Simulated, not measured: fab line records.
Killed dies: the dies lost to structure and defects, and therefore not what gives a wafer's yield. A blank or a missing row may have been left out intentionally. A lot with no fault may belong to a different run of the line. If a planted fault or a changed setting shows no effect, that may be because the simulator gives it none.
Chamber matching :: flow n5_finfet :: N5_SDB_HM_DEP_00 on pecvd-03 has 3 sister chambers
The step deposits SiNx from SiH4/NH3/N2, target thk 40 nm, time 35.3 s. 6 wafers are shown with their chamber, then 9 later ones without.

== WAFERS PAIRED WITH THEIR CHAMBERS ==
wafer: L084.6
chamber: 1
throttle_valve_pct (%): 36.7
showerhead_plenum_p_Torr (Torr): 5.07

wafer: L086.2
chamber: 0
throttle_valve_pct (%): 39.2
showerhead_plenum_p_Torr (Torr): 5.12

wafer: L086.3
chamber: 1
throttle_valve_pct (%): 36.6
showerhead_plenum_p_Torr (Torr): 5.08

wafer: L088.1
chamber: 0
throttle_valve_pct (%): 39.4
showerhead_plenum_p_Torr (Torr): 5.12

wafer: L088.3
chamber: 2
throttle_valve_pct (%): 40.3
showerhead_plenum_p_Torr (Torr): 5.12

wafer: L088.5
chamber: 2
throttle_valve_pct (%): 40.0
showerhead_plenum_p_Torr (Torr): 5.11

== WAFERS WITHOUT THEIR CHAMBER ==
wafer: L090.2
throttle_valve_pct (%): 40.1
showerhead_plenum_p_Torr (Torr): 5.13

wafer: L090.5
throttle_valve_pct (%): 39.3
showerhead_plenum_p_Torr (Torr): 5.11

wafer: L090.6
throttle_valve_pct (%): 36.7
showerhead_plenum_p_Torr (Torr): 5.07

wafer: L096.2
throttle_valve_pct (%): 39.0
showerhead_plenum_p_Torr (Torr): 5.13

wafer: L096.4
throttle_valve_pct (%): 40.4
showerhead_plenum_p_Torr (Torr): 5.13

wafer: L096.5
throttle_valve_pct (%): 36.6
showerhead_plenum_p_Torr (Torr): 5.07

wafer: L097.1
throttle_valve_pct (%): 36.8
showerhead_plenum_p_Torr (Torr): 5.07

wafer: L097.3
throttle_valve_pct (%): 40.2
showerhead_plenum_p_Torr (Torr): 5.13

wafer: L097.5
throttle_valve_pct (%): 36.8
showerhead_plenum_p_Torr (Torr): 5.07

== THE CHAMBER EACH PASSED THROUGH ==
wafer: L090.2
from the rows above: 2
in truth: 2

wafer: L090.5
from the rows above: 0
in truth: 0

wafer: L090.6
from the rows above: 1
in truth: 1

wafer: L096.2
from the rows above: 0
in truth: 0

wafer: L096.4
from the rows above: 2
in truth: 2

wafer: L096.5
from the rows above: 1
in truth: 1

wafer: L097.1
from the rows above: 1
in truth: 1

wafer: L097.3
from the rows above: 2
in truth: 2

wafer: L097.5
from the rows above: 1
in truth: 1
Correctly placed: 9 of 9. Left unplaced by these rows: 0. Placed wrongly: 0.
How it was worked out, from the rows above alone: a wafer's distance from a chamber is the root of the sum, over the readings, of the square of ((its reading less the chamber's mean) divided by the reading's scatter). If the next closest chamber is less than 2 further off than the closest, the wafer can't be placed; otherwise it belongs to the closest. For every chamber, the mean is computed from those of its wafers that are shown. How the scatter is found: for the shown wafers, subtract from each reading the mean of its chamber, square and add these, divide the total by (wafers less chambers), then take the root.
